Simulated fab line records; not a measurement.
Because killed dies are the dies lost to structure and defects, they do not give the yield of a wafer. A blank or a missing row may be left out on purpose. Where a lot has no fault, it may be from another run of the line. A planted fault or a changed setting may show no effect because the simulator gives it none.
Which tool did it? | flow nandHarc | 14 lots, 42 wafers sampled, at 4 steps of a route of 1159

WHAT EACH GAUGE READ, for each wafer
NHARC_P_M1_INSPECT_27. Usual: rawDefectCount 302, standard deviation 90.
lot  | measured     | on               | rawDefectCount | flag
L473 | day 6 12:02  | defectInspect-02 | 166 465 328    | 
L474 | day 6 12:38  | defectInspect-02 | 270 400 319    | 
L476 | day 6 20:54  | defectInspect-02 | 326 242 267    | 
L477 | day 7 02:47  | defectInspect-01 | 349 225 289    | 
L480 | day 7 17:24  | defectInspect-02 | 499 379 489    | 
L479 | day 7 18:40  | defectInspect-01 | 228 294 211    | 
L481 | day 8 09:32  | defectInspect-02 | 175 206 128    | 
L482 | day 8 10:01  | defectInspect-01 | 418 349 262    | 
L487 | day 9 09:00  | defectInspect-02 | 154 298 346    | 
L485 | day 9 10:06  | defectInspect-02 | 352 360 307    | 
L486 | day 9 10:47  | defectInspect-02 | 221 251 236    | 
L488 | day 10 09:29 | defectInspect-02 | 198 196 192    | 
L495 | day 11 14:44 | defectInspect-02 | 448 340 255    | 
L496 | day 11 15:03 | defectInspect-02 | 304 445 225    | 

NHARC_P_M2_CD_MEAS_09: the cd target is 170 nm. Usual: cdNm 169.7 nm, standard deviation 0.8.
lot  | measured     | on       | cdNm (nm)         | flag
L473 | day 6 13:24  | cdSem-03 | 169.1 168.4 169.2 | 
L474 | day 6 14:01  | cdSem-03 | 170.2 170.6 172.2 | 
L476 | day 6 22:18  | cdSem-01 | 168.4 169.6 168.5 | 
L477 | day 7 04:02  | cdSem-02 | 168.9 169.4 168.4 | 
L480 | day 7 18:46  | cdSem-03 | 172.3 170.3 170.9 | 
L479 | day 7 20:04  | cdSem-03 | 170.0 170.3 169.0 | 
L481 | day 8 10:49  | cdSem-01 | 169.6 169.2 170.2 | 
L482 | day 8 11:16  | cdSem-02 | 169.9 169.1 169.4 | 
L487 | day 9 10:23  | cdSem-01 | 169.2 169.0 169.3 | 
L485 | day 9 11:26  | cdSem-02 | 140.9 141.4 140.7 | OFF
L486 | day 9 12:04  | cdSem-03 | 147.5 147.9 148.2 | OFF
L488 | day 10 10:52 | cdSem-03 | 168.6 168.5 168.8 | 
L495 | day 11 16:28 | cdSem-01 | 168.7 169.7 169.4 | 
L496 | day 11 16:30 | cdSem-01 | 171.1 170.5 171.0 | 

WHAT TOOL EACH LOT RAN ON (gives the tool, then ch and the chambers of the sampled wafers, and finally the start)
lot  | NHARC_P_M1_DESCUM_14              | NHARC_P_M2_EXPOSE_06
L473 | rieDiel-03 ch 0,1,2, day 6 09:26  | arfiScanner-02 ch 0, day 6 13:16
L474 | rieDiel-03 ch 0,1, day 6 10:04    | arfiScanner-03 ch 0, day 6 13:53
L476 | rieDiel-11 ch 0,1, day 6 18:20    | arfiScanner-02 ch 0, day 6 22:10
L477 | rieDiel-03 ch 0,2,3, day 7 00:08  | arfiScanner-01 ch 0, day 7 03:53
L480 | rieDiel-11 ch 1,2, day 7 14:44    | arfiScanner-01 ch 0, day 7 18:37
L479 | rieDiel-03 ch 0,1,3, day 7 15:57  | arfiScanner-03 ch 0, day 7 19:55
L481 | rieDiel-03 ch 1,2,3, day 8 06:45  | arfiScanner-03 ch 0, day 8 10:40
L482 | rieDiel-11 ch 1,2,3, day 8 07:27  | arfiScanner-03 ch 0, day 8 11:08
L487 | rieDiel-05 ch 0,2,3, day 9 06:26  | arfiScanner-01 ch 0, day 9 10:14
L485 | rieDiel-05 ch 0,2,3, day 9 07:32  | arfiScanner-01 ch 0, day 9 11:17
L486 | rieDiel-11 ch 0,1,2, day 9 08:13  | arfiScanner-01 ch 0, day 9 11:56
L488 | rieDiel-05 ch 0,3, day 10 06:47   | arfiScanner-03 ch 0, day 10 10:43
L495 | rieDiel-11 ch 1,2,3, day 11 11:43 | arfiScanner-03 ch 0, day 11 16:19
L496 | rieDiel-03 ch 1,2,3, day 11 12:15 | arfiScanner-03 ch 0, day 11 16:21
- NHARC_P_M1_DESCUM_14: chemistry O2, time 3 s.
- NHARC_P_M2_EXPOSE_06: exposes mask P M2, target cd 170 nm.

AS READ BY THE TOOLS THEMSELVES (means over the sampled wafers that have a number; for cases with no such wafer, the mark the record gives instead)
NHARC_P_M1_DESCUM_14. Usual: drypumpMotorCurrentA 5.6 A, standard deviation 0.38; oesProductAu 1.002 a.u., standard deviation 0.013; rfVppV 57.8 V, standard deviation 0.85; showerheadPlenumPTorr 1.94 Torr, standard deviation 0.068; throttleValvePct 11.312 %, standard deviation 0.0096.
lot  | tool       | drypumpMotorCurrentA (A) | oesProductAu (a.u.) | rfVppV (V) | showerheadPlenumPTorr (Torr) | throttleValvePct (%) | flag
L473 | rieDiel-03 | 5.8                      | 0.987               | 57.2       | 1.92                         | 11.310               | 
L474 | rieDiel-03 | 6.0                      | 0.986               | 56.8       | 1.96                         | 11.302               | 
L476 | rieDiel-11 | 5.3                      | 1.009               | 57.8       | 1.96                         | 11.319               | 
L477 | rieDiel-03 | 6.0                      | 0.983               | 57.2       | 1.89                         | 11.302               | 
L480 | rieDiel-11 | 5.3                      | 1.016               | 57.7       | 1.95                         | 11.321               | 
L479 | rieDiel-03 | 5.8                      | 1.000               | 57.9       | 1.90                         | 11.320               | 
L481 | rieDiel-03 | 5.6                      | 0.987               | 57.9       | 1.87                         | 11.318               | 
L482 | rieDiel-11 | 5.4                      | 1.015               | 58.6       | 1.95                         | 11.309               | 
L487 | rieDiel-05 | 5.8                      | 1.009               | 58.4       | 1.94                         | 11.318               | 
L485 | rieDiel-05 | 5.8                      | 1.007               | 57.6       | 1.94                         | 11.308               | 
L486 | rieDiel-11 | 5.4                      | 0.995               | 57.7       | 1.97                         | 11.300               | 
L488 | rieDiel-05 | 5.4                      | 1.006               | 58.7       | 2.02                         | 11.304               | 
L495 | rieDiel-11 | 5.4                      | 1.004               | 57.5       | 1.95                         | 11.316               | 
L496 | rieDiel-03 | 5.5                      | 0.994               | 58.0       | 1.87                         | 11.303               | 

NHARC_P_M2_EXPOSE_06. Usual: exposureDoseMJCm2 80.73, standard deviation 0.076.
lot  | tool           | exposureDoseMJCm2 | flag
L473 | arfiScanner-02 | 80.82             | 
L474 | arfiScanner-03 | 80.72             | 
L476 | arfiScanner-02 | 80.86             | 
L477 | arfiScanner-01 | 80.71             | 
L480 | arfiScanner-01 | 80.73             | 
L479 | arfiScanner-03 | 80.71             | 
L481 | arfiScanner-03 | 80.67             | 
L482 | arfiScanner-03 | 80.66             | 
L487 | arfiScanner-01 | 80.71             | 
L485 | arfiScanner-01 | 49.56             | OFF
L486 | arfiScanner-01 | 55.70             | OFF
L488 | arfiScanner-03 | 80.75             | 
L495 | arfiScanner-03 | 80.63             | 
L496 | arfiScanner-03 | 80.76             | 

THE ANSWER, worked out from the rows above alone
Rule: lot off if the mean of its wafers having a number is beyond 3 standard deviations from the usual mean. Also off: a lot with no number at a reading for which 4 or more lots have one. The other lots that the step has rows for count as sound. Order of review: gauges by route order, followed by the tools' own readings, for which a lot's mean as printed above is used. At the first step where some lot is off, the reading lying furthest off is the one used; lots without a number count as furthest.
Off at NHARC_P_M2_CD_MEAS_09 (cdNm): L485, L486.
A tool fits if, at a process step before that reading, it ran every lot that is off, and no sound lot after the first of them. Not tried: the gauges at NHARC_P_M2_CD_MEAS_09; whatever is off there is also off at NHARC_P_M2_EXPOSE_06, on other tools, and gauge error can't account for it. One fits: arfiScanner-01 at NHARC_P_M2_EXPOSE_06. A fault onset in the window from L487 (day 9 10:14, its last sound lot) to L485 (day 9 11:17, its first lot off) fits.
On the lots that are off, the tool's own readings at NHARC_P_M2_EXPOSE_06 differ by more than 5 times the standard deviation of the sound lots' means, which bears it out; exposureDoseMJCm2 reads 52.63 there versus 80.73 on the sound lots.

WHAT THE SIMULATOR PUT IN
Drift in process parameters on arfiScanner-01 at NHARC_P_M2_EXPOSE_06, starting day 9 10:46. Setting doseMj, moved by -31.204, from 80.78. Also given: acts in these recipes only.
Shown lots that were struck: L485, L486. This agrees with what the rule above found.
